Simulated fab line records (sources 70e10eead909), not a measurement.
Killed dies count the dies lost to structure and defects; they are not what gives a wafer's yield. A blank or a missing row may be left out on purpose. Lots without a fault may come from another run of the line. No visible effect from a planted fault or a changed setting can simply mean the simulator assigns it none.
Chamber matching | flow nand-harc | 4 sister chambers for NHARC_A_CHANNEL_HOLE_D1_ETCH_38 on rie-diel-06
The step etches the open film in CF4, target depth 39 nm, time 65 s. 20 wafers are shown with their chamber, then 10 later ones without.

== WAFERS, EACH WITH ITS CHAMBER ==
wafer  | chamber | showerhead-plenum-p-Torr (Torr) | drypump-motor-current-A (A) | throttle-valve-pct (%)
L074.3 | 0       | 1.75                            | 5.5                         | 13.291
L074.4 | 2       | 1.73                            | 6.0                         | 13.282
L074.5 | 3       | 1.68                            | 5.4                         | 13.276
L076.1 | 1       | 1.73                            | 6.1                         | 13.290
L076.2 | 2       | 1.73                            | 6.0                         | 13.295
L076.5 | 2       | 1.73                            | 5.9                         | 13.298
L078.2 | 0       | 1.75                            | 5.5                         | 13.282
L078.5 | 2       | 1.73                            | 6.0                         | 13.283
L078.6 | 3       | 1.68                            | 5.4                         | 13.266
L081.2 | 0       | 1.75                            | 5.5                         | 13.265
L081.3 | 3       | 1.68                            | 5.5                         | 13.269
L081.4 | 1       | 1.73                            | 6.2                         | 13.291
L088.1 | 2       | 1.73                            | 5.9                         | 13.295
L088.3 | 3       | 1.68                            | 5.5                         | 13.269
L088.6 | 3       | 1.67                            | 5.4                         | 13.263
L087.2 | 0       | 1.75                            | 5.5                         | 13.290
L087.3 | 2       | 1.73                            | 6.0                         | 13.270
L087.5 | 1       | 1.73                            | 6.1                         | 13.282
L089.2 | 2       | 1.73                            | 5.9                         | 13.290
L089.3 | 0       | 1.75                            | 5.4                         | 13.281

SIGNATURES (averages over the wafers above)
reading                  | chamber 0 | chamber 1 | chamber 2 | chamber 3 | scatter within a chamber
showerhead-plenum-p-Torr | 1.7500    | 1.7300    | 1.7300    | 1.6780    | 0.00224
drypump-motor-current-A  | 5.480     | 6.133     | 5.957     | 5.440     | 0.0523
throttle-valve-pct       | 13.28180  | 13.28767  | 13.28757  | 13.26860  | 0.00852
Rule: distance of a wafer from a chamber = root of the sum over the readings of ((wafer's reading minus chamber's mean) / reading's scatter) squared. If the next closest chamber is less than 2 further off than the closest, the wafer can't be placed; otherwise it belongs to the closest. How the scatter is found: for the shown wafers, subtract from each reading the mean of its chamber, square and add these, divide the total by (wafers less chambers), then take the root.

== WAFERS WITH NO CHAMBER GIVEN ==
wafer  | showerhead-plenum-p-Torr (Torr) | drypump-motor-current-A (A) | throttle-valve-pct (%)
L089.4 | 1.67                            | 5.5                         | 13.282
L093.3 | 1.75                            | 5.4                         | 13.304
L093.4 | 1.67                            | 5.4                         | 13.302
L093.6 | 1.73                            | 5.9                         | 13.291
L095.1 | 1.67                            | 5.4                         | 13.290
L095.4 | 1.75                            | 5.4                         | 13.280
L095.5 | 1.73                            | 6.0                         | 13.293
L097.2 | 1.67                            | 5.4                         | 13.277
L097.3 | 1.73                            | 6.1                         | 13.273
L097.5 | 1.73                            | 6.0                         | 13.293

== EACH ONE'S CHAMBER ==
wafer  | from the rows above     | in truth
L089.4 | 3                       | 3
L093.3 | 0                       | 0
L093.4 | 3                       | 3
L093.6 | 2                       | 2
L095.1 | 3                       | 3
L095.4 | 0                       | 0
L095.5 | can't be placed: 2 or 1 | 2
L097.2 | 3                       | 3
L097.3 | can't be placed: 1 or 2 | 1
L097.5 | can't be placed: 2 or 1 | 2
Correct placement for 7 of the 10. Can't be placed from these rows: 3 (the true chamber is among the candidates in 3). 0 placed wrongly.
